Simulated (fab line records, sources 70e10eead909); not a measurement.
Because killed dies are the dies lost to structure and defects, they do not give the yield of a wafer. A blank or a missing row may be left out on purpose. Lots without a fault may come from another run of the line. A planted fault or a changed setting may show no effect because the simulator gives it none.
Chamber matching -- flow nandHarc -- NHARC_A_STAIRCASE_ETCHBACK_157 on rieDiel-02: 4 sister chambers
The step etches the open film in CH3F/O2, target depth 90 nm, time 167.14 s. 8 wafers are shown with their chamber, then 9 later ones without.

== EACH WAFER AND ITS CHAMBER ==
wafer,chamber,showerheadPlenumPTorr (Torr),drypumpMotorCurrentA (A)
L075.1,3,2.43,5.4
L079.1,2,2.31,5.4
L079.4,0,2.65,5.0
L079.5,2,2.31,5.4
L081.5,0,2.64,4.9
L084.1,1,2.36,5.7
L084.3,3,2.41,5.4
L084.6,1,2.36,5.6

== WAFERS MISSING THEIR CHAMBER ==
wafer,showerheadPlenumPTorr (Torr),drypumpMotorCurrentA (A)
L086.2,2.64,4.9
L086.4,2.36,5.7
L086.6,2.41,5.4
L094.1,2.40,5.3
L094.2,2.63,4.9
L094.4,2.29,5.4
L097.1,2.62,4.9
L097.4,2.40,5.4
L097.5,2.34,5.6

== WHICH CHAMBER EACH WENT THROUGH ==
wafer,from the rows above,in truth
L086.2,0,0
L086.4,1,1
L086.6,3,3
L094.1,3,3
L094.2,0,0
L094.4,2,2
L097.1,0,0
L097.4,3,3
L097.5,1,1
Correctly placed: 9 of 9. From these rows, 0 cannot be placed. Number placed wrongly: 0.
How it was worked out, from the rows above alone: a wafer's distance from a chamber is the root of the sum, over the readings, of the square of ((its reading less the chamber's mean) divided by the reading's scatter). The wafer belongs to the nearest chamber; if the next one is less than 2 further off, it can't be placed. The mean given for a chamber averages the wafers shown for that chamber. The scatter is the square root of a quotient: the sum, over the shown wafers, of each reading's squared deviation from its chamber's mean, divided by wafers minus chambers.
